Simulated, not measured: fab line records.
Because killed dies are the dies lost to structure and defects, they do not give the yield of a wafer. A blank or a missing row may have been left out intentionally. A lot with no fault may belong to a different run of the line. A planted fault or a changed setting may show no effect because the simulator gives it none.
Lot-split experiment + flow n5_finfet + 21 wafers read from 7 lots, route of 1938 steps

## ABOUT THE SPLIT
At N5_BEOL_M13_SPUTTER_43 (material TaN, target thk 15 nm, time 24.19 s), the setting time_s was moved away from the recipe's 24.19 s on 6 of the 21 wafers read, by -13.1% to +7.9%. The other wafers ran this setting at the recipe's value.

The reading comes from the split's own step.

## THE READING
TaN_of_BEOL_M13_SPUTTER_43.thk_nm (the simulator's own value, which no gauge read), in nm, at N5_BEOL_M13_SPUTTER_43 (material TaN, target thk 15 nm, time 24.19 s). There is no usual value for it anywhere in the file. Here, 15 wafers ran the recipe; their average is 14.9 nm with a standard deviation of 0.16 nm.

| wafer  | tool, chamber at the split | time_s as run, s | against the recipe | TaN_of_BEOL_M13_SPUTTER_43.thk_nm, nm | against lot-mates on the recipe |
|--------|----------------------------|------------------|--------------------|---------------------------------------|---------------------------------|
| L075.2 | pvd_sputter-01, -          | 24.19            | recipe             | 14.8                                  | -                               |
| L075.6 | pvd_sputter-01, -          | 24.19            | recipe             | 14.8                                  | -                               |
| L075.5 | pvd_sputter-01, -          | 24.19            | recipe             | 15                                    | -                               |
| L081.1 | pvd_sputter-01, -          | 24.19            | recipe             | 15                                    | -                               |
| L081.2 | pvd_sputter-01, -          | 24.19            | recipe             | 15                                    | -                               |
| L081.5 | pvd_sputter-01, -          | 21.01            | -13.1%             | 13                                    | -2.0                            |
| L086.2 | pvd_sputter-02, -          | 24.19            | recipe             | 14.8                                  | -                               |
| L086.3 | pvd_sputter-02, -          | 24.19            | recipe             | 14.8                                  | -                               |
| L086.6 | pvd_sputter-02, -          | 24.19            | recipe             | 14.8                                  | -                               |
| L084.2 | pvd_sputter-01, -          | 24.19            | recipe             | 15                                    | -                               |
| L084.3 | pvd_sputter-01, -          | 24.19            | recipe             | 15                                    | -                               |
| L084.6 | pvd_sputter-01, -          | 21.15            | -12.6%             | 13.2                                  | -1.8                            |
| L091.2 | pvd_sputter-01, -          | 24.19            | recipe             | 15                                    | -                               |
| L091.5 | pvd_sputter-01, -          | 24.19            | recipe             | 15                                    | -                               |
| L091.3 | pvd_sputter-01, -          | 26.1             | +7.9%              | 16                                    | +1.0                            |
| L090.2 | pvd_sputter-01, -          | 25.12            | +3.8%              | 15.6                                  | +0.4                            |
| L090.5 | pvd_sputter-01, -          | 25.12            | +3.8%              | 15.8                                  | +0.6                            |
| L090.6 | pvd_sputter-01, -          | 24.19            | recipe             | 15.2                                  | -                               |
| L097.1 | pvd_sputter-01, -          | 21.92            | -9.4%              | 13.2                                  | -1.4                            |
| L097.2 | pvd_sputter-01, -          | 24.19            | recipe             | 14.6                                  | -                               |
| L097.4 | pvd_sputter-01, -          | 24.19            | recipe             | 14.6                                  | -                               |

FIT RESULTS
A straight line over all 21 wafers: TaN_of_BEOL_M13_SPUTTER_43.thk_nm changes by +0.151 nm for each +1% of time_s; r = +0.97; the points scatter about the line by 0.18 nm.
The same after taking each lot's own level away (the mean of its wafers on the recipe; 21 wafers): +0.144 nm for each +1%; r = +1.00; scatter 0.064 nm.
On that fit, the largest move of time_s shifts the reading by 1.9 nm.
The lots' own levels span 14.60 to 15.20 nm, that is 3.7 times the standard deviation above.
The two slopes are in agreement: the lot-to-lot level therefore moves the slope only a little.
Check: for one of the wafers moved furthest among these (-13.1%), held out of the fit, the line's prediction against its lot-mates is -1.86 nm. Against them it came out at -2 nm.

## THESE WAFERS: OTHER SPLITS
Before the reading, these wafers also passed through other splits. Each is held against what the fit with the lots' levels taken away leaves over:
| other split on the same wafers    | wafers away from the commonest value | r with TaN_of_BEOL_M13_SPUTTER_43.thk_nm (lot level and that fit taken away) |
|-----------------------------------|--------------------------------------|------------------------------------------------------------------------------|
| N5_BEOL_M10_TRENCH_ETCH_37 bias_w | 7                                    | +0.15                                                                        |
| N5_BEOL_M12_TRENCH_ETCH_34 time_s | 6                                    | -0.38                                                                        |
| N5_BEOL_M12_ETCH_38 time_s        | 9                                    | -0.24                                                                        |

## THE FILE'S OWN FIT
TaN_of_BEOL_M13_SPUTTER_43.thk_nm changes by +0.145 nm for each +1% of time_s, r = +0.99.
